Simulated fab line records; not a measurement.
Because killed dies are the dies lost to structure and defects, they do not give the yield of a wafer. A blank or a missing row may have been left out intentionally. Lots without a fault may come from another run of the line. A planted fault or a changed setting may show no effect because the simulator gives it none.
Matching of chambers | flow n5-finfet | N5_FIN_SAQP_PECVD_06 on pecvd-03: 3 sister chambers
The step deposits a-Si from SiH4/He, target thk 60 nm, time 48.1 s. 22 wafers are shown with their chamber, then 11 later ones without.

== EACH WAFER AND ITS CHAMBER ==
wafer  | chamber | showerhead-plenum-p-Torr (Torr) | throttle-valve-pct (%) | heater-power-w (W)
L082.1 | 1       | 5.72                            | 18.1                   | 877
L082.2 | 2       | 5.69                            | 17.4                   | 825
L082.3 | 0       | 5.62                            | 18.8                   | 792
L082.4 | 1       | 5.72                            | 18.1                   | 772
L082.5 | 2       | 5.71                            | 17.3                   | 815
L082.6 | 0       | 5.63                            | 18.4                   | 789
L083.1 | 0       | 5.62                            | 18.6                   | 751
L083.2 | 1       | 5.72                            | 18.4                   | 827
L083.3 | 2       | 5.71                            | 17.6                   | 817
L084.1 | 2       | 5.70                            | 17.5                   | 825
L084.2 | 1       | 5.72                            | 17.9                   | 849
L084.3 | 0       | 5.64                            | 18.5                   | 699
L084.4 | 1       | 5.72                            | 17.9                   | 822
L084.5 | 2       | 5.70                            | 17.6                   | 808
L084.6 | 0       | 5.63                            | 18.4                   | 683
L085.1 | 0       | 5.63                            | 18.6                   | 820
L085.4 | 1       | 5.74                            | 18.3                   | 883
L085.5 | 2       | 5.69                            | 17.4                   | 837
L086.2 | 1       | 5.71                            | 17.9                   | 873
L086.4 | 0       | 5.60                            | 18.5                   | 809
L086.6 | 2       | 5.70                            | 17.5                   | 824
L087.1 | 1       | 5.73                            | 18.3                   | 796

SIGNATURES (averages over the wafers above)
reading                  | chamber 0 | chamber 1 | chamber 2 | scatter within a chamber
showerhead-plenum-p-Torr | 5.6243    | 5.7225    | 5.7000    | 0.0101
throttle-valve-pct       | 18.543    | 18.113    | 17.471    | 0.159
heater-power-w           | 763.29    | 837.38    | 821.57    | 39.4
Rule: for each reading, subtract the chamber's mean from the wafer's reading, divide by that reading's scatter and square the result; add these up over the readings and take the root, which gives the wafer's distance from the chamber. The wafer belongs to the nearest chamber; if the next one is less than 2 further off, it can't be placed. The scatter is the square root of a quotient: the sum, over the shown wafers, of each reading's squared deviation from its chamber's mean, divided by wafers minus chambers.

== WAFERS MISSING THEIR CHAMBER ==
wafer  | showerhead-plenum-p-Torr (Torr) | throttle-valve-pct (%) | heater-power-w (W)
L087.2 | 5.68                            | 17.2                   | 843
L087.3 | 5.62                            | 18.9                   | 819
L087.4 | 5.71                            | 18.0                   | 810
L087.5 | 5.69                            | 17.4                   | 847
L087.6 | 5.63                            | 18.7                   | 840
L089.2 | 5.73                            | 18.3                   | 885
L089.3 | 5.63                            | 18.7                   | 779
L089.5 | 5.69                            | 17.6                   | 833
L095.1 | 5.71                            | 17.5                   | 713
L095.4 | 5.71                            | 17.6                   | 714
L095.5 | 5.64                            | 18.3                   | 725

== WHICH CHAMBER EACH WENT THROUGH ==
wafer  | from the rows above     | in truth
L087.2 | 2                       | 2
L087.3 | 0                       | 0
L087.4 | can't be placed: 1 or 2 | 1
L087.5 | 2                       | 2
L087.6 | 0                       | 0
L089.2 | 1                       | 1
L089.3 | 0                       | 0
L089.5 | 2                       | 2
L095.1 | 2                       | 2
L095.4 | can't be placed: 2 or 1 | 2
L095.5 | 0                       | 0
9 of 11 placed correctly. Not placeable from these rows: 2 (in 2, the candidates include the true chamber). Placed wrongly: 0.
